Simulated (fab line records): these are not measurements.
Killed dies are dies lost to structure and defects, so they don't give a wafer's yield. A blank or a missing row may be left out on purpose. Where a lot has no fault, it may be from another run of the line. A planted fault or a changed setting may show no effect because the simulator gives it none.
Comparing a struck lot with a sound one / flow n5-finfet / 36 out of 1938 route steps
Sound: wafers L123.1, L123.3, L123.5. Struck: wafer L138.6; the same lot's L138.2 was not struck, so it is left out; see the end for the cause.
Order at every step that has rows: each side's tool, ch and its chambers, its first start. Under that, the readings that differ: sound wafers / struck wafers / difference of the means / sigmas: that difference in standard deviations of wafers without a fault.
alike: words and numbers the same on both sides, and readings whose means are apart by under 2 such deviations; not compared: readings that were withheld, readings missing a value for some wafer, numbers with overlapping values and no deviation given by the record, and bounds like >300 which may hide the same value.
A row with sigmas, a row that says differs or no value, or rows on one side alone: a step with any of these is where the two part. Numbers that don't overlap but have no deviation are shown without sigmas and don't part them. A reading that every wafer of one side lacks parts them only if that side has two wafers or more.

first, 8 steps without rows for these wafers: N5_MOL_CONTACT_COAG_PRE_CLEAN_121; N5_MOL_CONTACT_COAG_CVD_140 (deposits W, target thk 66.5 nm, time 215 s); N5_MOL_CONTACT_COAG_PRECLEAN_127 (cleans in DIW, time 57.5 s); N5_MOL_CONTACT_COAG_SRD_128 (dry time 32 s); N5_MOL_CONTACT_COAG_CMP_52 (polishes, stops on SiO2, t overpolish 1.5 s, target thk 66.5 nm); N5_MOL_CONTACT_COAG_ANNEAL_112 (time 1800 s); N5_BEOL_M0_SAQP_PECVD_00 (deposits SiCN from 3MS/NH3, target thk 8 nm, time 14 s); N5_BEOL_M0_SAQP_ILD_DEP_01 (deposits SiOC from DEMS/O2, target thk 45.419 nm, time 8.7 s).
N5_BEOL_M0_SAQP_HM_DEP_02: deposits TiN, target thk 12 nm.
  sound on pvd-sputter-03 at day 6 14:14; struck on pvd-sputter-03 at day 10 06:51
reading=model.TiN_of_BEOL_M0_SAQP_HM_DEP_02.thk-nm (nm); sound=12 12.2 12.2; struck=18.6; difference=+6.5; sigmas=
  alike: throttle-valve-pct
then, 25 steps without rows for these wafers: N5_BEOL_M0_SAQP_PECVD_03 (deposits SiCN from 3MS/NH3, target thk 12 nm, time 21.1 s); N5_BEOL_M0_SAQP_PECVD_96 (deposits a-Si from SiH4/He, target thk 45 nm, time 45.2 s); N5_BEOL_M0_SAQP_PECVD_97 (deposits SiNx from SiH4/NH3/N2, target thk 23 nm, time 19.9 s); N5_BEOL_M0_SAQP_PECVD_04 (deposits a-Si from SiH4/He, target thk 60 nm, time 60.2 s); N5_BEOL_M0_SAQP_HM_DEP_111 (deposits SiO2 from SiH4/N2O, target thk 12 nm, time 7.2 s); N5_BEOL_M0_SAQP_COAT_81 (time 60 s, resist thk 100 nm); N5_BEOL_M0_SAQP_COAT_82 (time 60 s, resist thk 30 nm); N5_BEOL_M0_SAQP_COAT_08 (resist thk 90 nm); N5_BEOL_M0_SAQP_EBR_10; N5_BEOL_M0_SAQP_SOFTBAKE_09 (time 60 s); N5_BEOL_M0_SAQP_EXPOSE_11 (exposes mask M0 CORE, target cd 42 nm); N5_BEOL_M0_SAQP_PEB_12 (peb time 60 s); N5_BEOL_M0_SAQP_DEVELOP_13 (develop time 30 s); N5_BEOL_M0_SAQP_DESCUM_19 (chemistry O2, time 7.9 s); N5_BEOL_M0_SAQP_ETCH_83 (etches SiARC in CF4, target depth 39 nm, time 65 s); N5_BEOL_M0_SAQP_ETCH_84 (etches SOC in N2/H2, target depth 100 nm, overetch 20 nm, time 150 s); N5_BEOL_M0_SAQP_STRIP_80 (strips in N2/H2); N5_BEOL_M0_SAQP_HM_OPEN_112 (chemistry CHF3/O2, target SiO2, stops on a-Si, target depth 12 nm, time 13.5 s); N5_BEOL_M0_SAQP_STRIP_113 (strips in CHF3/O2); N5_BEOL_M0_SAQP_MANDREL_ETCH_20 (etches a-Si in HBr/Cl2, stops on SiNx, target depth 60 nm, bt time 10 s, time 30 s); N5_BEOL_M0_SAQP_STRIP_86 (strips in N2/H2); N5_BEOL_M0_SAQP_STRIP_115 (strips in post etch residue remover, time 60 s); N5_BEOL_M0_SAQP_SRD_93 (time 30 s); N5_BEOL_M0_SAQP_RECESS_114 (chemistry HF/NH3, target SiO2, target depth 14.4 nm, afs cycles 3, sublimation time 60 s); N5_BEOL_M0_SAQP_SPACER1_ALD_98 (deposits SiO2, target thk 12.8 nm, pulse time 1 s, purge time 2 s).
N5_BEOL_M4_RC_MEAS_101:
  the record has rows for the sound wafers here (prober-01 ch 0, day 8 17:24) and none for the struck ones
-- the record jumps here: 7 days lie between the struck wafers' starts before and after (it left off in module BEOL_M4 and takes up again in module PASSIVATION, whose first step shown is number 1936 of the route) --
N5_PASSIVATION_PROBE_49:
  sound on prober-01 at day 12 19:46; struck on prober-02 at day 16 19:06
reading=defect-limited-yield (%); sound=91.2 90.9 90.7; struck=0; difference=-91; sigmas=-65
reading=killed_at_M0_to_M3; sound=44 38 43; struck=1114; difference=+1072; sigmas=+99 or more
reading=killed-dies; sound=104 107 110; struck=1180; difference=+1073; sigmas=+67
reading=killed-on-rim; sound=10 14 17; struck=152; difference=+138; sigmas=+35
reading=sort_bin_5_function (%); sound=5.8 5.6 5.3; struck=96.0; difference=+90.4; sigmas=+99 or more
reading=sort-n-pass; sound=1076 1073 1070; struck=0; difference=-1073; sigmas=-67
reading=sort-yield-pct (%); sound=91.2 90.9 90.7; struck=0; difference=-91; sigmas=-65
  alike: killed_at_M4_up, killed-at-contacts, killed-at-front-end, killed-at-other, killed-open, killed-short, sort_bin_6_memory, sort_bin_8_speed

== WHERE THEY PART ==
Last at N5_PASSIVATION_PROBE_49 as far as this record goes, first at N5_BEOL_M4_RC_MEAS_101.

WHY: the cause the simulator had injected
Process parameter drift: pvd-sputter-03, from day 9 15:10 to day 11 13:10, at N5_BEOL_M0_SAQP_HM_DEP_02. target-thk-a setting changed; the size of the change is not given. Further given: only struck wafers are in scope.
